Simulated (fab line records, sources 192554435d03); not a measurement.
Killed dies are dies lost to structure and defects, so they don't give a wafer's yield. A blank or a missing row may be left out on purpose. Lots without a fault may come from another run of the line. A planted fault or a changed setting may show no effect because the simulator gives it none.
Which tool did it? | flow n5_finfet | 10 lots, 30 wafers sampled, at 4 steps of a route of 1938

WHAT THE GAUGES READ, wafer by wafer
The record holds no reading of a measuring or inspecting step that can be judged against a usual standard deviation.

WHICH TOOL RAN EACH LOT (tool, then ch and the chambers of the sampled wafers, then the start)
lot  | N5_MIM_TOP_ALD_02                           | N5_MIM_BOT_ETCH_ETCH_00           | N5_PASSIVATION_DESCUM_12           | N5_PASSIVATION_VIA_ETCH_13
L581 | ald_hk-02 ch 0,3, day 14 17:13 or earlier   | rie_metal-01 ch 0,1, day 14 17:13 | rie_diel-06 ch 2,3, day 14 18:22   | rie_diel-06 ch 2,3, day 14 18:31
L583 | ald_hk-01 ch 1,2,3, day 15 05:22 or earlier | rie_metal-02 ch 1, day 15 05:22   | rie_diel-06 ch 0,3, day 15 06:51   | rie_diel-06 ch 0,3, day 15 07:01
L584 | ald_hk-01 ch 1,2, day 15 13:28 or earlier   | rie_metal-03 ch 0,1, day 15 13:28 | rie_diel-02 ch 0,2,3, day 15 16:38 | rie_diel-02 ch 0,2,3, day 15 16:47
L590 | ald_hk-02 ch 0,2,3, day 16 18:47 or earlier | rie_metal-03 ch 0,1, day 16 18:47 | rie_diel-06 ch 0,2,3, day 17 01:53 | rie_diel-06 ch 0,2,3, day 17 02:03
L591 | ald_hk-03 ch 1,2,3, day 17 23:51 or earlier | rie_metal-02 ch 0,1, day 17 23:51 | rie_diel-06 ch 0,1,3, day 18 04:19 | rie_diel-06 ch 0,2, day 18 04:29
L595 | ald_hk-03 ch 0,2,3, day 18 08:19 or earlier | rie_metal-02 ch 1, day 18 08:19   | rie_diel-02 ch 1,2, day 18 11:48   | rie_diel-02 ch 1,2, day 18 11:58
L598 | ald_hk-01 ch 0,2,3, day 18 18:34 or earlier | rie_metal-01 ch 0,1, day 18 18:34 | rie_diel-03 ch 0,2, day 18 21:48   | rie_diel-03 ch 0,2, day 18 21:58
L599 | ald_hk-02 ch 0,1,2, day 20 00:35 or earlier | rie_metal-01 ch 0,1, day 20 00:35 | rie_diel-02 ch 0,2, day 20 05:47   | rie_diel-02 ch 0,2, day 20 05:56
L603 | ald_hk-03 ch 0,2,3, day 20 12:45 or earlier | rie_metal-02 ch 0,1, day 20 12:45 | rie_diel-02 ch 1,2,3, day 20 14:41 | rie_diel-02 ch 1,2,3, day 20 14:51
L602 | ald_hk-03 ch 0,2, day 21 19:32 or earlier   | rie_metal-03 ch 0,1, day 21 19:32 | rie_diel-02 ch 0,1,3, day 21 22:23 | rie_diel-02 ch 0,1,3, day 21 22:32
- N5_MIM_TOP_ALD_02: deposits Al2O3, purge time 3 s, co reactant pulse time 3 s.
- N5_MIM_BOT_ETCH_ETCH_00: etches TiN in Cl2/BCl3, target depth 45.5 nm.
- N5_PASSIVATION_DESCUM_12: chemistry O2, time 7.9 s.
- N5_PASSIVATION_VIA_ETCH_13: etches SiO2 in CHF3/O2, target depth 660 nm, time 330 s.

WHAT THE TOOLS THEMSELVES READ (means of the sampled wafers that have a number; where no wafer has one, the mark that the record gives instead)
N5_MIM_TOP_ALD_02. Usual: precursor_pulse_height_rel 1.001, standard deviation 0.02.
lot  | tool      | precursor_pulse_height_rel | flag
L581 | ald_hk-02 | 0.984                      |
L583 | ald_hk-01 | 0.990                      |
L584 | ald_hk-01 | 0.987                      |
L590 | ald_hk-02 | 0.986                      |
L591 | ald_hk-03 | 0.989                      |
L595 | ald_hk-03 | 1.012                      |
L598 | ald_hk-01 | 1.006                      |
L599 | ald_hk-02 | 0.993                      |
L603 | ald_hk-03 | 0.997                      |
L602 | ald_hk-03 | 0.976                      |

N5_MIM_BOT_ETCH_ETCH_00. Usual: bias_w 126.0 W, standard deviation 0.35; drypump_motor_current_A 5.7 A, standard deviation 0.42; oes_product_au 0.80 a.u., standard deviation 0.08; throttle_valve_pct 21.90 %, standard deviation 0.26.
lot  | tool         | bias_w (W) | drypump_motor_current_A (A) | oes_product_au (a.u.) | throttle_valve_pct (%) | flag
L581 | rie_metal-01 | 126.0      | 5.6                         | 0.85                  | 21.66                  |
L583 | rie_metal-02 | 125.8      | 6.1                         | 0.90                  | 22.08                  |
L584 | rie_metal-03 | 126.5      | 5.7                         | 0.75                  | 21.74                  |
L590 | rie_metal-03 | 126.0      | 5.7                         | 0.74                  | 21.75                  |
L591 | rie_metal-02 | 126.1      | 6.1                         | 0.80                  | 22.21                  |
L595 | rie_metal-02 | 125.7      | 6.0                         | 0.86                  | 22.09                  |
L598 | rie_metal-01 | 126.0      | 5.3                         | 0.79                  | 21.77                  |
L599 | rie_metal-01 | 126.0      | 5.6                         | 0.80                  | 21.70                  |
L603 | rie_metal-02 | 126.0      | 6.1                         | 0.91                  | 22.11                  |
L602 | rie_metal-03 | 125.9      | 5.7                         | 0.80                  | 21.87                  |

N5_PASSIVATION_DESCUM_12. Usual: drypump_motor_current_A 5.7 A, standard deviation 0.37; oes_product_au 0.82 a.u., standard deviation 0.085; rf_vpp_V 243.0 V, standard deviation 1.6; showerhead_plenum_p_Torr 2.09 Torr, standard deviation 0.082; throttle_valve_pct 20.33 %, standard deviation 0.26.
lot  | tool        | drypump_motor_current_A (A) | oes_product_au (a.u.) | rf_vpp_V (V) | showerhead_plenum_p_Torr (Torr) | throttle_valve_pct (%) | flag
L581 | rie_diel-06 | 5.3                         | 0.84                  | 242.5        | 2.03                            | 20.06                  |
L583 | rie_diel-06 | 5.7                         | 0.81                  | 243.0        | 2.03                            | 20.21                  |
L584 | rie_diel-02 | 5.7                         | 0.78                  | 242.5        | 2.05                            | 20.61                  |
L590 | rie_diel-06 | 5.6                         | 0.80                  | 243.2        | 2.06                            | 20.15                  |
L591 | rie_diel-06 | 5.7                         | 0.84                  | 242.8        | 2.07                            | 20.20                  |
L595 | rie_diel-02 | 5.5                         | 0.73                  | 240.2        | 1.97                            | 20.42                  |
L598 | rie_diel-03 | 6.2                         | 0.77                  | 243.7        | 2.12                            | 20.34                  |
L599 | rie_diel-02 | 5.8                         | 0.81                  | 241.3        | 2.00                            | 20.62                  |
L603 | rie_diel-02 | 5.6                         | 0.80                  | 241.8        | 2.02                            | 20.39                  |
L602 | rie_diel-02 | 5.7                         | 0.83                  | 242.7        | 2.07                            | 20.40                  |

N5_PASSIVATION_VIA_ETCH_13. Usual: bias_w 170.0 W, standard deviation 0.52; drypump_motor_current_A 5.7 A, standard deviation 0.37; etch_rf_on_time_s 231 s, standard deviation 6.7; oes_product_au 0.73 a.u., standard deviation 0.073; rf_vpp_V 520 V, standard deviation 11; showerhead_plenum_p_Torr 2.40 Torr, standard deviation 0.084; throttle_valve_pct 18.78 %, standard deviation 0.2.
lot  | tool        | bias_w (W) | drypump_motor_current_A (A) | etch_rf_on_time_s (s) | oes_product_au (a.u.) | rf_vpp_V (V) | showerhead_plenum_p_Torr (Torr) | throttle_valve_pct (%) | flag
L581 | rie_diel-06 | 170.0      | 5.3                         | 235                   | 0.75                  | 523          | 2.39                            | 18.79                  |
L583 | rie_diel-06 | 170.2      | 5.7                         | 233                   | 0.72                  | 526          | 2.37                            | 18.84                  |
L584 | rie_diel-02 | 170.1      | 5.8                         | 235                   | 0.71                  | 520          | 2.35                            | 18.95                  |
L590 | rie_diel-06 | 153.4      | 5.6                         | 240                   | 0.70                  | 474          | 2.39                            | 18.75                  | OFF
L591 | rie_diel-06 | 154.3      | 5.5                         | 245                   | 0.69                  | 463          | 2.43                            | 18.65                  | OFF
L595 | rie_diel-02 | 169.7      | 5.5                         | 237                   | 0.65                  | 523          | 2.28                            | 18.90                  |
L598 | rie_diel-03 | 170.0      | 6.1                         | 221                   | 0.70                  | 530          | 2.41                            | 18.61                  |
L599 | rie_diel-02 | 169.8      | 5.7                         | 236                   | 0.73                  | 512          | 2.32                            | 19.03                  |
L603 | rie_diel-02 | 170.1      | 5.7                         | 232                   | 0.72                  | 525          | 2.32                            | 18.79                  |
L602 | rie_diel-02 | 169.8      | 5.7                         | 235                   | 0.74                  | 524          | 2.37                            | 18.75                  |

THE ANSWER, worked out from the rows above alone
Rule: a lot is off if the mean of its wafers that have a number lies more than 3 standard deviations from the usual mean. A lot without any number at a reading at which 4 lots or more have one is off too. The other lots that the step has rows for count as sound. The gauges are gone through in route order, then the tools' own readings, and for those a lot's mean is taken as printed above. The first step at which some lot is off is used, and at that step the reading that is off furthest; a lot without a number counts as furthest.
Off: L590, L591, at N5_PASSIVATION_VIA_ETCH_13 (bias_w).
A tool fits if, at that step or a process step before it, it ran every lot that is off, and no sound lot after the first of them. N5_MIM_TOP_ALD_02 gives no start for some lots, so the hours and the order of its lots are those of N5_MIM_BOT_ETCH_ETCH_00. One fits: rie_diel-06 at N5_PASSIVATION_DESCUM_12 and N5_PASSIVATION_VIA_ETCH_13. At N5_PASSIVATION_DESCUM_12 its last sound lot is L583 (day 15 06:51), its first lot that is off L590 (day 17 01:53): a fault that began between those two fits.

WHAT THE SIMULATOR HAD PUT IN
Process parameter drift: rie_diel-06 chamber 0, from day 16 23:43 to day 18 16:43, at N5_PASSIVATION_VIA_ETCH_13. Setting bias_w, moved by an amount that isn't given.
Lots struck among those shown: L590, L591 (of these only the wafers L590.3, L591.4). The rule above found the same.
